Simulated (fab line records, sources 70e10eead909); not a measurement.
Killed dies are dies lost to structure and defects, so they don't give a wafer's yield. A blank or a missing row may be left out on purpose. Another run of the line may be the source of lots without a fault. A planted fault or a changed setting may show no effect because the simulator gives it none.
Check of tool commonality | flow nand harc | Sampled: 4 lots, 12 wafers

THE REASON FOR OPENING IT
On 3 of the 4 lots, a flag is raised at NHARC_END_SORT_01 on the reading killed at periphery. Fault-free wafers read 3.3, with a standard deviation of 2.8.
Rule: flag the lot when none of its wafers has a number, or when each of its wafers that has one lies beyond 4 standard deviations from that mean. The rest of the lots are taken to be sound.

lot  | measured     | on        | killed at periphery, wafer by wafer | flag
L813 | day 22 14:04 | prober-01 | 640 638 641                         | FLAGGED
L816 | day 24 01:06 | prober-01 | 659 668 663                         | FLAGGED
L815 | day 24 01:09 | prober-02 | 630 628 628                         | FLAGGED
L818 | day 24 08:58 | prober-02 | 1 0 0                               |
Flagged lots average 643.9: +640.6 relative to the usual, that is +99 or more standard deviations.

TOOL THAT RAN EACH LOT
Before the reading, the record contains 2 process steps out of a 1159-step route. Read each cell as the tool, then ch plus the chambers that the sampled wafers visited, then the start.
lot  | flag    | NHARC_P_STI_DESCUM_14             | NHARC_P_GATE_ETCH_114
L813 | FLAGGED | rie diel-03 ch 2,3, day 5 20:28   | rie diel-07 ch 1,2,3, day 8 02:00
L816 | FLAGGED | rie diel-06 ch 0,1,2, day 6 13:14 | rie diel-04 ch 1,2, day 8 20:00
L815 | FLAGGED | rie diel-03 ch 2,3, day 6 13:05   | rie diel-02 ch 2,3, day 8 20:00
L818 |         | rie diel-06 ch 0,1,3, day 6 21:01 | rie diel-02 ch 0,2,3, day 9 02:00
What the steps here do:
- NHARC_P_STI_DESCUM_14: chemistry O2, time 3 s.
- NHARC_P_GATE_ETCH_114: etches the open film in CF4/O2, target depth 30 nm, overetch 3 nm, time 16.5 s.
- NHARC_END_SORT_01

FLAGGED OVER TOTAL, TOOL BY TOOL (the gauges that took the reading come last)
step                  | tool        | lots run | flagged | share of the flagged lots | sound lots run after its first flagged lot
NHARC_P_STI_DESCUM_14 | rie diel-03 | 2        | 2       | some                      | 0
NHARC_P_STI_DESCUM_14 | rie diel-06 | 2        | 1       | some                      | 1 (L818)
NHARC_P_GATE_ETCH_114 | rie diel-02 | 2        | 1       | some                      | 1 (L818)
NHARC_P_GATE_ETCH_114 | rie diel-04 | 1        | 1       | some                      | 0
NHARC_P_GATE_ETCH_114 | rie diel-07 | 1        | 1       | some                      | 0
NHARC_END_SORT_01     | prober-01   | 2        | 2       | some                      | 0
NHARC_END_SORT_01     | prober-02   | 2        | 1       | some                      | 1 (L818)

WHAT IS ALLOWED BY THE TABLE
No row of the table ran every flagged lot.

WHAT WAS PUT IN BY THE SIMULATOR
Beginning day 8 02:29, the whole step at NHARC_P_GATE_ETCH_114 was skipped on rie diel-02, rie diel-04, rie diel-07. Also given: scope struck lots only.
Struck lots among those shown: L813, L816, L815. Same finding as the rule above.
